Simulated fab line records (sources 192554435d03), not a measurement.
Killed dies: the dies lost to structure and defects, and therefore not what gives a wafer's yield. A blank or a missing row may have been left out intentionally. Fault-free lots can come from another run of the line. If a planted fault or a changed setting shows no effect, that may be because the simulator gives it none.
A lot that was struck, set against a sound lot ; flow n5Finfet ; 24 out of 1938 route steps
Sound: the wafers L536.1, L536.5, L536.6. The struck wafers were L533.2, L533.3, L533.5. At the end, the cause is stated.
At each step with rows: each side's tool, then ch and its chambers, then its first start. Under that, the readings that differ: sound wafers ; struck wafers ; difference of the means ; sigmas: that difference in standard deviations of wafers without a fault.
alike: same words and numbers on both sides, and readings whose means sit less than 2 such deviations apart. not compared: any withheld reading, any reading some wafer has no value for, any bound like >300 that may hide the same value, and any number with overlapping values for which the record gives no deviation.
Wherever a step has rows on one side only, a row that says differs or no value, or a row with sigmas, the two part there. Numbers that have no deviation but don't overlap get no sigmas and don't part them. A reading missing from all wafers of one side parts the sides only when that side holds two or more wafers.

first, 11 steps without rows for these wafers: N5_FIN_SAQP_ETCH_65 (etches SiO2 in CF4, target depth 4 nm, time 4.4 s); N5_FIN_SAQP_MANDREL_ETCH_58 (etches a-Si in HBr/Cl2, stops on SiNx, target depth 45 nm, bt time 10 s, time 27 s); N5_FIN_SAQP_RECESS_63 (chemistry HF/NH3, target SiO2, target depth 18 nm, afs cycles 3, sublimation time 60 s); N5_FIN_SAQP_COAT_68 (time 60 s, resist thk 100 nm); N5_FIN_SAQP_ETCH_69 (etches SOC in N2/H2, stops on SiNx, target depth 150 nm); N5_FIN_SAQP_ETCH_67 (etches SiNx in CH3F/O2, target depth 30 nm); N5_FIN_SAQP_STRIP_70 (strips in N2/H2); N5_FIN_SAQP_RECESS_71 (chemistry HF/NH3, target SiO2, target depth 3 nm, afs cycles 1, sublimation time 60 s); N5_FIN_SAQP_SPACER2_ALD_28 (deposits SiO2, target thk 8.1 nm, pulse time 1 s, purge time 2 s); N5_FIN_SAQP_SPACER2_ETCHBACK_29 (etches SiO2 in CHF3/O2, target depth 12.2 nm, time 6.1 s); N5_FIN_SAQP_MANDREL2_REMOVE_60 (chemistry HBr/Cl2/O2, target a-Si, stops on SiNx, bt time 10 s).
N5_FIN_SAQP_HM_OPEN_33: chemistry CH3F/O2, target SiNx, target depth 49.4 nm, time 70.6 s.
  sound on rieDiel-06 ch 0,1,2, day 6 09:05; struck on rieDiel-04 ch 0,2,3, day 5 14:36
  no value came back on the struck wafers for any of 11 readings (CH3F_flow_sccm (sccm), O2_flow_sccm (sccm) and others); on the sound wafers CH3F_flow_sccm (sccm) reads 30.02 29.87 29.89
  not compared: rfHoursCounterH
N5_FIN_SAQP_ETCH_34: etches SiO2 in C4F6/O2, target depth 45 nm, time 15 s.
  sound on rieDiel-06 ch 0,1,2, day 6 09:10; struck on rieDiel-04 ch 0,2,3, day 5 14:40
reading;sound;struck;difference;sigmas
etchRfOnTimeS (s);15.19 14.73 15.10;37.49 37.50 37.49;+22.49;+94
oesProductAu (a.u.);0.59 0.82 0.67;0.31 0.29 0.32;-0.39;-6
  alike: drypumpMotorCurrentA, mfcArSccm, oes_ar_750_au, oes_f_703_au, rfVppV, showerheadPlenumPTorr, throttleValvePct
  not compared: rfHoursCounterH
then, 1 step without rows for these wafers: N5_FIN_SAQP_STRIP_77 (strips in N2/H2, time 90 s).
N5_FIN_SAQP_HM_CD_35: the cd target is 8 nm.
  sound: cdSem-01 at day 6 09:18; struck: cdSem-03 at day 5 14:49
reading;sound;struck;difference;sigmas
cdNm (nm);8.36 8.21 8.12;- - -;no value on the struck wafers;
then, 2 steps without rows for these wafers: N5_FIN_SAQP_ETCH_64 (etches SiO2 in CF4, target depth 1.5 nm); N5_FIN_SAQP_FIN_ETCH_36 (etches the open film in HBr/Cl2/O2, target depth 120 nm, time 50.4 s).
N5_FIN_SAQP_CD_MEAS_37: the cd target is 8 nm.
  sound: cdSem-01 at day 6 09:29; struck: cdSem-02 at day 5 15:01
reading;sound;struck;difference;sigmas
cdNm (nm);8.31 8.33 7.85;- - -;no value on the struck wafers;
then, 3 steps without rows for these wafers: N5_FIN_SAQP_PRECLEAN_38 (cleans in O3/DIW, time 45 s); N5_FIN_SAQP_PRECLEAN_45 (cleans in dHF, time 10 s); N5_FIN_SAQP_SRD_39 (time 30 s).
N5_FIN_SAQP_OCD_MEAS_76:
  sound: ocd-01 at day 6 09:35; struck: ocd-02 at day 5 15:06
reading;sound;struck;difference;sigmas
trenchDepthNm (nm);118.1 123.6 118.9;0.0 0 0;-120.2;-46
N5_BEOL_M4_RC_MEAS_101:
  the record has rows for the sound wafers here (prober-01 ch 0, day 13 17:16) and none for the struck ones
-- here the record skips 11 days between the struck wafers' starts before and after, leaving off in module BEOL_M4 and picking up in module PASSIVATION (first step shown: number 1936 of the route) --
N5_PASSIVATION_PROBE_49:
  the record has rows for the struck wafers here (prober-02, day 16 10:41) and none for the sound ones

WHERE THEY PART
First at N5_FIN_SAQP_HM_OPEN_33; last, within this record, at N5_PASSIVATION_PROBE_49.

WHY: what the simulator had put in
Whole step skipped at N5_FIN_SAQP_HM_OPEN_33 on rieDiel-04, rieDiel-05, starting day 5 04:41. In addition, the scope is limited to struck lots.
